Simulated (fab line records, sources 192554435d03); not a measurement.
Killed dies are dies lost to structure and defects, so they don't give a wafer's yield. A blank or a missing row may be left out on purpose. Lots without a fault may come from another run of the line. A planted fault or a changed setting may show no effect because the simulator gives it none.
A struck lot beside a sound one | flow n5_finfet | 26 steps out of a route of 1938
Sound: wafers L371.2, L371.4, L371.5. Struck: wafers L385.1, L385.4, L385.6. The cause comes at the end.
At each step with rows: each side's tool, then ch and its chambers, then its first start. Under that, the readings that differ: sound wafers | struck wafers | difference of the means | sigmas: that difference in standard deviations of wafers without a fault.
alike: readings whose means differ by less than 2 such deviations, and words and numbers that are the same on both sides. not compared: withheld readings, readings that some wafer has no value for, bounds like >300 that may hide the same value, and numbers for which the record gives no deviation and whose values overlap.
The two part at a step that has a row with sigmas, a row that says differs or no value, or rows on one side only. Numbers that don't overlap but have no deviation are shown without sigmas and don't part them. A reading that every wafer of one side lacks parts them only if that side has two wafers or more.

first, 9 steps without rows for these wafers: N5_BEOL_M0_SAQP_EXPOSE_11 (exposes mask M0 CORE, target cd 42 nm); N5_BEOL_M0_SAQP_PEB_12 (peb time 60 s); N5_BEOL_M0_SAQP_DEVELOP_13 (develop time 30 s); N5_BEOL_M0_SAQP_DESCUM_19 (chemistry O2, time 7.9 s); N5_BEOL_M0_SAQP_ETCH_83 (etches SiARC in CF4, target depth 39 nm, time 65 s); N5_BEOL_M0_SAQP_ETCH_84 (etches SOC in N2/H2, target depth 100 nm, overetch 20 nm, time 150 s); N5_BEOL_M0_SAQP_STRIP_80 (strips in N2/H2); N5_BEOL_M0_SAQP_HM_OPEN_112 (chemistry CHF3/O2, target SiO2, stops on a-Si, target depth 12 nm, time 13.5 s); N5_BEOL_M0_SAQP_STRIP_113 (strips in CHF3/O2).
N5_BEOL_M0_SAQP_MANDREL_ETCH_20: etches a-Si in HBr/Cl2, stops on SiNx, target depth 60 nm, bt time 10 s, time 30 s.
  sound on rie_si-04 ch 2,3, day 7 05:23; struck on rie_si-04 ch 0,2,3, day 10 18:56
  reading                                         | sound          | struck         | difference | sigmas
  model.SOC_of_BEOL_M0_SAQP_COAT_81.thk_nm (nm)   | 75.2 76.2 75.2 | 65.4 66.4 66.2 | -9.5       |
  model.SiNx_of_BEOL_M0_SAQP_PECVD_97.thk_nm (nm) | 18.2 18.2 17.8 | 12.8 13.4 13.6 | -4.8       |
  alike: HBr_flow_sccm, drypump_motor_current_A, mfc_cl2_sccm, oes_product_au, throttle_valve_pct
  not compared: rf_hours_counter_h
then, 12 steps without rows for these wafers: N5_BEOL_M0_SAQP_STRIP_86 (strips in N2/H2); N5_BEOL_M0_SAQP_STRIP_115 (strips in post etch residue remover, time 60 s); N5_BEOL_M0_SAQP_SRD_93 (time 30 s); N5_BEOL_M0_SAQP_RECESS_114 (chemistry HF/NH3, target SiO2, target depth 14.4 nm, afs cycles 3, sublimation time 60 s); N5_BEOL_M0_SAQP_SPACER1_ALD_98 (deposits SiO2, target thk 12.8 nm, pulse time 1 s, purge time 2 s); N5_BEOL_M0_SAQP_SPACER1_ETCHBACK_99 (etches SiO2 in CHF3/O2, target depth 15.4 nm, time 7.7 s); N5_BEOL_M0_SAQP_MANDREL1_REMOVE_100 (chemistry HBr/Cl2/O2, target a-Si, stops on SiNx, bt time 10 s); N5_BEOL_M0_SAQP_ETCH_101 (etches SiNx in CH3F/O2, target depth 29.9 nm, time 42.7 s); N5_BEOL_M0_SAQP_ETCH_102 (etches SiO2 in CF4, target depth 4 nm, time 4.4 s); N5_BEOL_M0_SAQP_MANDREL_ETCH_103 (etches a-Si in HBr/Cl2, stops on SiCN, target depth 45 nm, bt time 10 s, time 27 s); N5_BEOL_M0_SAQP_RECESS_104 (chemistry HF/NH3, target SiO2, target depth 18 nm, afs cycles 3, sublimation time 60 s); N5_BEOL_M0_SAQP_COAT_105 (time 60 s, resist thk 100 nm).
N5_BEOL_M0_SAQP_ETCH_106: etches SOC in N2/H2, stops on SiNx, target depth 150 nm.
  sound on rie_diel-06 ch 1,3, day 7 07:28; struck on rie_diel-05 ch 1,3, day 10 20:58
  reading                                         | sound        | struck        | difference | sigmas
  model.SiNx_of_BEOL_M0_SAQP_PECVD_97.thk_nm (nm) | 15.2 15.2 15 | 9.8 10.4 10.6 | -4.9       |
  alike: drypump_motor_current_A, oes_product_au, rf_vpp_V, showerhead_plenum_p_Torr, throttle_valve_pct
  not compared: rf_hours_counter_h
then, 1 step without rows for these wafers: N5_BEOL_M0_SAQP_ETCH_107 (etches SiNx in CH3F/O2, target depth 30 nm).
-- the record jumps here: 2 days lie between the struck wafers' starts before and after (it left off in module BEOL_M0_SAQP and takes up again in module BEOL_M4, whose first step shown is number 1111 of the route) --
N5_BEOL_M4_RC_MEAS_101:
  sound on prober-02 ch 0, day 9 20:43; struck on prober-01 ch 0, day 13 02:47
  alike: DIBL_N, DIBL_P, IOFF_N, IOFF_P, ION_N, ION_P, SS_N, SS_P, VT_N, VT_P
N5_PASSIVATION_PROBE_49:
  the record has rows for the sound wafers here (prober-01, day 13 23:04) and none for the struck ones

WHERE THEY PART
Only at N5_PASSIVATION_PROBE_49, within this record.

WHY: what the simulator had put in
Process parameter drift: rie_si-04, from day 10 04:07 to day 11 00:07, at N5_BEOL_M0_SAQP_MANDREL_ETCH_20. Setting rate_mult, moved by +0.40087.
